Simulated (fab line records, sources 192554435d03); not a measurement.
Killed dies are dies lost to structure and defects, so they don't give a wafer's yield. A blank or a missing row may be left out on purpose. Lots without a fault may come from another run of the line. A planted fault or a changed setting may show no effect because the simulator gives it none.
Chamber matching | flow n5_finfet | N5_BEOL_M5_CURE_79 on uv_cure-01: 3 sister chambers
The step cures SiCOH lowk, time 240 s. 6 wafers are shown with their chamber, then 9 later ones without.

WAFERS WITH THEIR CHAMBER
wafer  | chamber | wafer_temp_C_max | lamp_power_pct (%)
L081.4 | 1       | 387.9            | 52.41
L081.6 | 1       | 387.9            | 52.38
L085.4 | 2       | 385.9            | 52.24
L085.5 | 2       | 385.4            | 52.38
L092.4 | 0       | 386.0            | 52.32
L092.5 | 0       | 386.2            | 52.39

WAFERS WITHOUT THEIR CHAMBER
wafer  | wafer_temp_C_max | lamp_power_pct (%)
L093.2 | 386.1            | 52.39
L093.3 | 386.0            | 52.38
L093.6 | 386.0            | 52.30
L097.2 | 387.5            | 52.35
L097.3 | 388.1            | 52.28
L097.5 | 388.6            | 52.30
L096.1 | 386.1            | 52.27
L096.3 | 386.4            | 52.27
L096.6 | 385.7            | 52.33

WHICH CHAMBER EACH WENT THROUGH
wafer  | from the rows above     | in truth
L093.2 | can't be placed: 0 or 2 | 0
L093.3 | can't be placed: 0 or 2 | 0
L093.6 | can't be placed: 0 or 2 | 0
L097.2 | 1                       | 1
L097.3 | 1                       | 1
L097.5 | 1                       | 1
L096.1 | can't be placed: 0 or 2 | 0
L096.3 | can't be placed: 0 or 2 | 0
L096.6 | can't be placed: 2 or 0 | 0
Placed correctly: 3 of 9. Can't be placed from these rows: 6 (the true chamber is among the candidates in 6). Placed wrongly: 0.
How it was worked out, from the rows above alone: a wafer's distance from a chamber is the root of the sum, over the readings, of the square of ((its reading less the chamber's mean) divided by the reading's scatter). The wafer belongs to the nearest chamber; if the next one is less than 2 further off, it can't be placed. A chamber's mean is the mean of its shown wafers. The scatter: the root of (the sum of the squares of (reading less its chamber's mean) over the shown wafers, divided by (wafers less chambers)).
